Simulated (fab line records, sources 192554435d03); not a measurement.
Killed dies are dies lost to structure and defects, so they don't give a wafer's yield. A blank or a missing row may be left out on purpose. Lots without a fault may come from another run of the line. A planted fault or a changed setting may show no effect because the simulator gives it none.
Chamber matching | flow n5_finfet | N5_BEOL_M0_CO_CAP_123 on cvd_co-01: 3 sister chambers
The step material Co, precursor CCTBA/H2, target thk 2 nm, time 102.1 s. 3 wafers are shown with their chamber, then 8 later ones without.

WAFERS WITH THEIR CHAMBER
wafer  | chamber | heater_power_w (W)
L685.4 | 0       | 234
L685.6 | 1       | 244
L687.2 | 2       | 249

WAFERS WITHOUT THEIR CHAMBER
wafer  | heater_power_w (W)
L687.5 | 240
L687.6 | 243
L689.2 | 236
L689.4 | 240
L689.6 | 249
L680.2 | 238
L680.3 | 250
L680.5 | 244

WHICH CHAMBER EACH WENT THROUGH
wafer  | from the rows above          | in truth
L687.5 | can't be placed: 1 or 0 or 2 | 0
L687.6 | can't be placed: 1 or 2      | 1
L689.2 | 0                            | 0
L689.4 | can't be placed: 1 or 0 or 2 | 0
L689.6 | can't be placed: 2 or 1      | 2
L680.2 | can't be placed: 0 or 1      | 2
L680.3 | can't be placed: 2 or 1      | 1
L680.5 | can't be placed: 1 or 2      | 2
Placed correctly: 1 of 8. Can't be placed from these rows: 7 (the true chamber is among the candidates in 6). Placed wrongly: 0.
How it was worked out, from the rows above alone: a wafer's distance from a chamber is the root of the sum, over the readings, of the square of ((its reading less the chamber's mean) divided by the reading's scatter). The wafer belongs to the nearest chamber; if the next one is less than 2 further off, it can't be placed. A chamber's mean is the mean of its shown wafers. The scatter: with one shown wafer a chamber, the root of the mean of the squares of how far each hidden wafer lies from its nearest shown one.
